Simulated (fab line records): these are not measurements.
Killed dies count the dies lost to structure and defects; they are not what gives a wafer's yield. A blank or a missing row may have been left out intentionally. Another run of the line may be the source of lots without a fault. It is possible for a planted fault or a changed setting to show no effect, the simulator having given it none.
Problem report in the 8D (eight disciplines) form, filled by code	flow n5 finfet	the parts of the form that need people (team, actions taken, sign-off) are left out

== 1. THE PROBLEM ==
barrier field endpoint s at N5_BEOL_M2_CMP_52 reads a mean of 29.0 s on 4 wafers of 3 lots; wafers without a fault read 24.5 s with a standard deviation of 0.72. Measured from the usual mean, that is +6.3 standard deviations.
The step: polishes, stops on SiOC, t overpolish 6.8 s, target thk 40 nm.
First observed at day 9 18:03: wafer L202.4, on cmp-03. Wafers with a number at this step in the record: 28, from 10 lots. By rule, "out" or "out of limits" means more than 4 standard deviations away from the usual mean. The rest of the wafers with a number are treated as sound.

== 2. WHAT THIS IS AND IS NOT ==
question	is	is not
which readings at this step	barrier field endpoint s	motor current A
which lots	L202, L203, L207	L193, L195, L197, L210, L213, L215, L216
which wafers of those lots	L202.4, L202.6, L203.4, L207.4	L203.3, L207.2, L207.5
read on which tools	cmp-02, cmp-03	cmp-01
when	from day 9 18:03	up to then (9 sound wafers); but 15 sound wafers of L203, L207, L210, L213, L215, L216 came after

== 3. THE SUSPECTS, EACH WITH WHAT RULES IT OUT ==
Counting: a tool at a process step up to the reading stays a suspect if it ran every lot that is out. Sound lots after the first of them don't rule it out here, since some wafers of a struck lot are sound.
- pecvd-04 at N5_BEOL_M2_PECVD_72 (deposits SiO2 from TEOS/O2, target thk 16 nm, time 18 s): kept. It processed each lot that is out (first: L202, day 9 02:49); up to then, its last sound lot is L195 (day 7 01:30).
- rtp anneal-01 at N5_BEOL_M2_ANNEAL_51 (time 90 s): kept. It processed each lot that is out (first: L202, day 9 17:47); up to then, its last sound lot is L197 (day 8 10:56).
After counting, pecvd-04 at N5_BEOL_M2_PECVD_72 and rtp anneal-01 at N5_BEOL_M2_ANNEAL_51 remain.

== 4. THE CAUSE (what the simulator had put in) ==
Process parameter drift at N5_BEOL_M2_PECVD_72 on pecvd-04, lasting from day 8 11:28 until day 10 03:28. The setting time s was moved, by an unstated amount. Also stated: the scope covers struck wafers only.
Of the 2 suspects that counting leaves, this tool is one.

== 5. THE EFFECT CHAIN, in route order ==
Rows list readings where the struck wafers' mean (over those with a number) sits beyond 3 standard deviations from the usual. Only readings for which the record gives a usual standard deviation are gone through. hours: the time from each lot's start at the first step in this table that gives one to its start at this step, as a median over the lots. sigmas: the change in usual standard deviations.
hours	step	reading	usual	on struck wafers	change	sigmas
0	N5_BEOL_M2_CMP_52	barrier field endpoint s	24.5 s	29.0	+4.5	+6.3
Here are the process steps it includes:
- N5_BEOL_M2_CMP_52: polishes, stops on SiOC, t overpolish 6.8 s, target thk 40 nm.
Later measuring or inspecting steps at which every struck wafer that the step has a row for has a number for every such reading, and none has moved that far: N5_BEOL_M4_RC_MEAS_101.

== 6. HOW IT WOULD HAVE BEEN CAUGHT EARLIER ==
In this record the first reading out of limits was taken at day 9 18:03, 31 hours after the fault began at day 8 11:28.
An alarm limit of 4 standard deviations would not have fired on the tool readings at N5_BEOL_M2_PECVD_72 for which the record gives a usual standard deviation, since none of them was out on any struck wafer.
Lots out: 3; of these, L207 started N5_BEOL_M2_PECVD_72 on pecvd-04 after day 9 18:03. A tool hold placed at that time would have kept it from harm.
